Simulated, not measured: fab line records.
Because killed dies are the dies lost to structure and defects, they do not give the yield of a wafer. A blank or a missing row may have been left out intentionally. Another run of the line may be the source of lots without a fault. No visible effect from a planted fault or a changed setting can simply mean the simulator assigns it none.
Which of the tools did it? -- flow nand_harc -- Sampling: 12 lots, 36 wafers, 5 of 1159 route steps

## WHAT THE GAUGES SHOWED, per wafer
NHARC_A_M1_THK_MEAS_24: measures by xrf. Usual: 154.7 nm for thk_nm, sd 1.4.
lot,measured,on,thk_nm (nm),flag
L765,day 18 05:21,film_metro-02,155.4 156.1 156.2,
L769,day 18 07:11,film_metro-02,152.7 156.3 155.3,
L766,day 18 07:41,film_metro-01,153.5 155.1 156.9,
L779,day 21 17:06,film_metro-02,156.0 156.3 155.0,
L777,day 22 01:43,film_metro-01,153.5 155.5 154.3,
L778,day 22 02:10,film_metro-01,154.5 152.4 151.7,
L781,day 22 08:01,film_metro-01,155.4 156.2 152.1,
L784,day 22 10:39,film_metro-02,154.2 154.7 151.9,
L786,day 22 17:34,film_metro-01,155.7 154.3 154.4,
L783,day 23 03:38,film_metro-01,155.1 155.4 156.4,
L780,day 23 03:52,film_metro-02,152.9 151.5 155.2,
L788,day 23 11:55,film_metro-02,153.1 152.2 154.1,

NHARC_A_M1_INSPECT_27. Usual: 477 for raw_defect_count, sd 150.
lot,measured,on,raw_defect_count,flag
L765,day 18 05:32,defect_inspect-02,456 773 438,
L769,day 18 07:20,defect_inspect-01,417 357 345,
L766,day 18 07:51,defect_inspect-02,296 344 481,
L779,day 21 17:16,defect_inspect-02,511 373 661,
L777,day 22 01:52,defect_inspect-01,378 288 257,
L778,day 22 02:19,defect_inspect-02,382 428 537,
L781,day 22 08:11,defect_inspect-01,668 481 436,
L784,day 22 10:49,defect_inspect-02,538 1022 361,
L786,day 22 17:44,defect_inspect-02,450 489 255,
L783,day 23 03:47,defect_inspect-01,688 702 510,
L780,day 23 04:01,defect_inspect-02,608 490 834,
L788,day 23 12:04,defect_inspect-02,394 274 340,

NHARC_END_SORT_01. Usual: defect_limited_yield 95.7 %, standard deviation 1.5; killed_at_array 25, standard deviation 9.8; killed_at_other 0.8, standard deviation 1.1; killed_at_periphery 3.3, standard deviation 2.1; killed_dies 29, standard deviation 10; killed_open 3.3, standard deviation 1.8; killed_short 1.9, standard deviation 1.4; sort_bin_2_pct 1.3 %, standard deviation 0.6; sort_bin_3_pct 0.25 %, standard deviation 0.23; sort_bin_4_pct 2.8 %, standard deviation 0.97; sort_n_pass 648, standard deviation 10; sort_rim_yield_pct 95 %, standard deviation 3.2; sort_yield_pct 95.7 %, standard deviation 1.5.
lot,measured,on,defect_limited_yield (%),killed_at_array,killed_at_other,killed_at_periphery,killed_dies,killed_open,killed_short,sort_bin_2_pct (%),sort_bin_3_pct (%),sort_bin_4_pct (%),sort_n_pass,sort_rim_yield_pct (%),sort_yield_pct (%),flag
L777,day 23 20:12,prober-01,97.0 87.3 97.8,14 9 13,1 73 0,5 4 2,20 86 15,6 4 4,2 3 2,0.4 5.2 0.7,0.15 4.58 0,2.4 3.0 1.5,657 591 662,99 83 100,97.0 87.3 97.8,OFF

## WHICH TOOL RAN EACH LOT (tool, then ch and the chambers of the sampled wafers, then the start)
lot,NHARC_A_BONDPAD_PVD_27,NHARC_THIN_TSV_PVD_19
L765,"pvd_sputter-01, day 19 05:45 or earlier","pvd_sputter-02, day 19 05:45"
L769,"pvd_sputter-02, day 19 04:37 or earlier","pvd_sputter-02, day 19 04:37"
L766,"pvd_sputter-01, day 19 08:15 or earlier","pvd_sputter-01, day 19 08:15"
L779,"pvd_sputter-03, day 22 15:31 or earlier","pvd_sputter-02, day 22 15:31"
L777,"pvd_sputter-03, day 23 01:43 or earlier","pvd_sputter-01, day 23 01:43"
L778,"pvd_sputter-01, day 23 00:35 or earlier","pvd_sputter-02, day 23 00:35"
L781,"pvd_sputter-02, day 23 04:42 or earlier","pvd_sputter-03, day 23 04:42"
L784,"pvd_sputter-02, day 23 05:46 or earlier","pvd_sputter-02, day 23 05:46"
L786,"pvd_sputter-02, day 23 17:08 or earlier","pvd_sputter-02, day 23 17:08"
L783,"pvd_sputter-01, day 24 00:32 or earlier","pvd_sputter-03, day 24 00:32"
L780,"pvd_sputter-02, day 24 01:56 or earlier","pvd_sputter-03, day 24 01:56"
L788,"pvd_sputter-01, day 24 08:16 or earlier","pvd_sputter-02, day 24 08:16"
- NHARC_A_BONDPAD_PVD_27: deposits Cu, target thk 30 nm, time 20.49 s.
- NHARC_THIN_TSV_PVD_19: deposits TaN, target thk 20 nm.

## WHAT THE TOOLS THEMSELVES READ (means of the sampled wafers that have a number; where no wafer has one, the mark that the record gives instead)
NHARC_A_BONDPAD_PVD_27. Usual: cathode_dc_power_W 4999.9 W, standard deviation 0.86; substrate_temp_c 30.01 C, standard deviation 0.11; throttle_valve_pct 29.6 %, standard deviation 0.88.
lot,tool,cathode_dc_power_W (W),substrate_temp_c (C),throttle_valve_pct (%),flag
L765,pvd_sputter-01,4999.5,29.97,29.5,
L769,pvd_sputter-02,4999.0,30.06,29.1,
L766,pvd_sputter-01,5000.7,30.18,29.6,
L779,pvd_sputter-03,4999.9,30.13,28.3,
L777,pvd_sputter-03,5000.2,30.03,29.4,
L778,pvd_sputter-01,4999.5,30.02,29.2,
L781,pvd_sputter-02,5000.4,29.96,30.0,
L784,pvd_sputter-02,5000.4,30.01,29.6,
L786,pvd_sputter-02,5000.5,29.94,28.9,
L783,pvd_sputter-01,5000.0,30.17,29.8,
L780,pvd_sputter-02,5000.6,29.98,30.0,
L788,pvd_sputter-01,4999.9,29.92,29.5,

NHARC_THIN_TSV_PVD_19. Usual: 29.6 % for throttle_valve_pct, sd 0.88.
lot,tool,throttle_valve_pct (%),flag
L765,pvd_sputter-02,29.9,
L769,pvd_sputter-02,29.0,
L766,pvd_sputter-01,29.8,
L779,pvd_sputter-02,30.1,
L777,pvd_sputter-01,29.4,
L778,pvd_sputter-02,29.1,
L781,pvd_sputter-03,28.2,
L784,pvd_sputter-02,29.7,
L786,pvd_sputter-02,29.9,
L783,pvd_sputter-03,28.8,
L780,pvd_sputter-03,29.3,
L788,pvd_sputter-02,29.5,

## THE ANSWER, worked out from the rows above alone
Rule: lot off if the mean of its wafers having a number is beyond 3 standard deviations from the usual mean. A lot without any number at a reading at which 4 lots or more have one is off too. The other lots that the step has rows for count as sound. Order of review: gauges by route order, followed by the tools' own readings, for which a lot's mean as printed above is used. At the first step where some lot is off, the reading lying furthest off is the one used; lots without a number count as furthest.
Off, at NHARC_END_SORT_01 on killed_at_other: L777. Neither off nor sound, because the step has no rows for them: L765, L769, L766, L779, L778, L781, L784, L786, L783, L780, L788.
A tool fits if, at a process step before that reading, it ran every lot that is off, and no sound lot after the first of them. Gauges at NHARC_END_SORT_01: tried the same way as those tools. NHARC_A_BONDPAD_PVD_27 gives no start for some lots, so the hours and the order of its lots are those of NHARC_THIN_TSV_PVD_19. Can't be told from this: 3 tools fit, pvd_sputter-03 at NHARC_A_BONDPAD_PVD_27, pvd_sputter-01 at NHARC_THIN_TSV_PVD_19, prober-01 at NHARC_END_SORT_01.

## WHAT WAS PUT IN BY THE SIMULATOR
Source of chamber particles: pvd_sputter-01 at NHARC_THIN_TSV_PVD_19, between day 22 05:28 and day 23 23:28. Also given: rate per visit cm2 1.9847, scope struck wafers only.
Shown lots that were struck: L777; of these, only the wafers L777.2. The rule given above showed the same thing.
